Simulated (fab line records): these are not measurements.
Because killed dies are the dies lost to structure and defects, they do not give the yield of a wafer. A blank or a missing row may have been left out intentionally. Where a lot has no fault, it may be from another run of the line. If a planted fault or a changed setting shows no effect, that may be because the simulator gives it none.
Which tool did it?    flow n5-finfet    Sampling: 10 lots, 27 wafers, 5 of 1938 route steps

## WHAT THE GAUGES SHOWED, per wafer
N5_ILD0_THK_MEAS_08.
lot   measured     on             thk-nm (nm)
L175  day 3 22:20  film-metro-01  139.5 139.0 138.3
L176  day 4 10:33  film-metro-02  140.5 140.2 139.0
L179  day 4 21:40  film-metro-01  140.0 140.2 138.4
L182  day 5 14:44  film-metro-02  139.6 139.1 137.1
L186  day 6 20:45  film-metro-01  137.7 140.1 140.5
L189  day 7 06:03  film-metro-01  136.9 138.9 139.2
L191  day 7 20:07  film-metro-01  137.9 137.5 138.4
L192  day 8 06:02  film-metro-01  139.8 139.5
L194  day 8 19:52  film-metro-01  139.4 136.8
L195  day 9 00:12  film-metro-01  137.4 139.8

N5_ILD0_INSPECT_06: inspects for defects (darkfield).
lot   measured     on                 raw-defect-count
L175  day 4 01:34  defect-inspect-02  80 33 76
L176  day 4 13:59  defect-inspect-02  45 22 36
L179  day 5 02:11  defect-inspect-01  52 18 20
L182  day 5 18:11  defect-inspect-02  48 30 32
L186  day 6 23:59  defect-inspect-01  21 45 21
L189  day 7 09:17  defect-inspect-02  50 55 60
L191  day 7 23:21  defect-inspect-01  53 60 37
L192  day 8 09:19  defect-inspect-01  119 36
L194  day 8 23:46  defect-inspect-01  52 27
L195  day 9 03:26  defect-inspect-01  34 16

N5_BEOL_M4_RC_MEAS_101.
lot   measured      on         DIBL_N (mV/V)   DIBL_P (mV/V)   IOFF_N (nA/um)     IOFF_P (nA/um)  ION_N (uA/um)  ION_P (uA/um)  SS_N (mV/dec)   SS_P (mV/dec)   VT_N (mV)    VT_P (mV)
L175  day 8 17:17   prober-01  37.9 37.5 35.9  38.4 37.2 36.3  0.208 0.182 0.166  0.24 0.23 0.22  696 671 688    472 461 474    72.1 71.8 70.9  73.4 73.3 73.4  245 247 247  -247 -248 -249
L176  day 9 02:08   prober-02  34.0 36.0 33.7  33.8 37.2 33.5  0.141 0.186 0.142  0.19 0.26 0.19  683 685 678    462 468 465    71.2 71.9 70.4  72.1 73.3 72.3  250 245 249  -250 -246 -250
L179  day 9 06:25   prober-01  32.8 30.9 34.8  32.8 30.8 34.6  0.124 0.101 0.152  0.17 0.14 0.19  669 638 676    460 444 460    71.5 69.9 71.7  72.4 71.8 72.7  251 256 247  -251 -255 -252
L182  day 10 09:34  prober-01  36.5 35.9 37.2  35.5 34.9 35.3  0.148 0.127 0.156  0.22 0.20 0.22  666 666 662    462 464 453    71.8 71.2 71.4  73.4 73.2 73.3  252 252 254  -249 -250 -246
L186  day 11 12:53  prober-01  35.4 34.8 34.9  35.9 35.0 34.9  0.176 0.153 0.155  0.23 0.21 0.21  693 682 678    478 471 470    71.7 70.9 70.7  73.7 73.1 73.3  246 249 248  -247 -248 -250
L189  day 11 20:23  prober-02  37.2 37.9 36.4  36.8 38.4 36.6  0.162 0.173 0.152  0.21 0.23 0.21  670 679 672    459 462 456    71.5 71.5 72.0  73.0 73.5 72.5  253 250 251  -248 -249 -250
L191  day 12 03:52  prober-01  35.5 37.5 35.3  35.8 39.5 35.7  0.158 0.209 0.144  0.20 0.26 0.20  681 700 661    464 476 460    70.7 71.8 71.2  73.1 73.2 72.8  246 242 249  -251 -247 -250
L192  day 13 05:15  prober-02  33.4 34.1       34.3 34.8       0.121 0.133        0.14 0.15       668 677        450 455        71.4 71.6       72.9 72.9       253 250      -256 -257
L194  day 13 17:22  prober-01  34.4 33.9       34.9 34.4       0.137 0.128        0.18 0.18       666 659        456 456        71.0 71.1       72.7 72.4       251 252      -253 -255
L195  day 14 00:24  prober-02  36.2 33.8       35.2 34.1       0.162 0.143        0.20 0.20       678 677        460 466        71.8 70.8       73.4 72.3       248 250      -250 -251

## EACH LOT AND THE TOOL THAT RAN IT (in order: tool; ch and the chambers of the sampled wafers; start)
lot   N5_SD_EPI_P_ETCH_47                N5_SDB_COAT_04
L175  rie-diel-04 ch 1,2, day 3 15:09    litho-track-04 ch 0, day 4 01:42
L176  rie-diel-04 ch 1,2, day 4 03:30    litho-track-02 ch 0, day 4 14:06
L179  rie-diel-04 ch 0,2, day 4 14:11    litho-track-04 ch 0, day 5 02:19
L182  rie-diel-02 ch 1,2,3, day 5 07:19  litho-track-01 ch 0, day 5 18:19
L186  rie-diel-02 ch 0,1,3, day 6 09:39  litho-track-02 ch 0, day 7 00:07
L189  rie-diel-02 ch 2,3, day 6 22:30    litho-track-02 ch 0, day 7 09:25
L191  rie-diel-02 ch 2,3, day 7 12:44    litho-track-02 ch 0, day 7 23:28
L192  rie-diel-04 ch 0,1, day 7 18:58    litho-track-04 ch 0, day 8 09:26
L194  rie-diel-05 ch 2,3, day 8 12:21    litho-track-04 ch 0, day 8 23:53
L195  rie-diel-05 ch 1,2, day 8 13:41    litho-track-04 ch 0, day 9 03:34
- N5_SD_EPI_P_ETCH_47: etches SiOCN in CH3F/O2, target depth 25 nm.
- N5_SDB_COAT_04: time 60 s, resist thk 18 nm.

## AS READ BY THE TOOLS THEMSELVES (means over the sampled wafers that have a number; for cases with no such wafer, the mark the record gives instead)
N5_SD_EPI_P_ETCH_47.
lot   tool         drypump-motor-current-A (A)  oes-product-au (a.u.)  rf-vpp-V (V)  showerhead-plenum-p-Torr (Torr)  throttle-valve-pct (%)
L175  rie-diel-04  6.0                          0.85                   128.5         2.02                             16.33
L176  rie-diel-04  5.7                          0.76                   128.9         1.99                             16.38
L179  rie-diel-04  6.1                          0.84                   127.0         2.03                             16.20
L182  rie-diel-02  5.2                          0.73                   127.9         2.05                             16.33
L186  rie-diel-02  5.2                          0.70                   128.0         2.01                             16.42
L189  rie-diel-02  5.3                          0.74                   128.0         2.06                             16.39
L191  rie-diel-02  5.3                          0.72                   129.0         2.05                             16.40
L192  rie-diel-04  5.6                          0.86                   128.1         1.98                             16.09
L194  rie-diel-05  5.5                          0.91                   127.2         2.00                             16.15
L195  rie-diel-05  5.5                          0.82                   128.6         2.02                             16.22

N5_SDB_COAT_04.
lot   tool            exhaust-pa (Pa)  heater-power-total-W (W)  run-length-s (s)
L175  litho-track-04  44.9             427.8                     65.70
L176  litho-track-02  44.7             426.3                     65.99
L179  litho-track-04  46.1             429.4                     65.65
L182  litho-track-01  43.1             425.3                     65.85
L186  litho-track-02  45.2             427.3                     65.85
L189  litho-track-02  44.5             426.0                     65.98
L191  litho-track-02  44.5             426.2                     65.92
L192  litho-track-04  45.2             434.5                     64.02
L194  litho-track-04  45.8             434.5                     64.06
L195  litho-track-04  43.7             437.0                     63.97

## THE ANSWER, worked out from the rows above alone
Rule: the usual values come from the lots themselves. Put in order of their means at a reading, lots are off if they are a third of the lots or fewer, leave a main group of 4 or more, and stand apart from it by a gap of 3 or more times the standard deviation of the main group's means; of several such gaps the widest counts. A main group is skipped when, at the precision printed for the reading in the tables above, its means are all equal. Also off: a lot with no number at a reading for which 4 or more lots have one. Where the step has rows for the other lots, those lots are counted as sound. The gauges are gone through in route order, then the tools' own readings, and for those a lot's mean is taken as printed above. The first step at which some lot is off is used, and at that step the reading that is off furthest; a lot without a number counts as furthest.
Off: L192, L194, L195, at N5_SDB_COAT_04 (run-length-s). The main group: mean 65.85 s, standard deviation 0.12.
If a tool, at that step or one of the process steps before it, ran each lot that is off and ran no sound lot following the first of them, it fits. One candidate fits, namely litho-track-04 at N5_SDB_COAT_04. A fault onset in the window from L179 (day 5 02:19, its last sound lot) to L192 (day 8 09:26, its first lot off) fits.
The tool's own readings at N5_SDB_COAT_04 bear it out: on the lots that are off they differ by more than 5 times the standard deviation of the sound lots' means. heater-power-total-W reads 435.3 W there against 426.9 W on the sound lots; run-length-s reads 64.02 s there against 65.85 s on the sound lots.

## WHAT THE SIMULATOR HAD INSERTED
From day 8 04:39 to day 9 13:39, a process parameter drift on litho-track-04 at N5_SDB_COAT_04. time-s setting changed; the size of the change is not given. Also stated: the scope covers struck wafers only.
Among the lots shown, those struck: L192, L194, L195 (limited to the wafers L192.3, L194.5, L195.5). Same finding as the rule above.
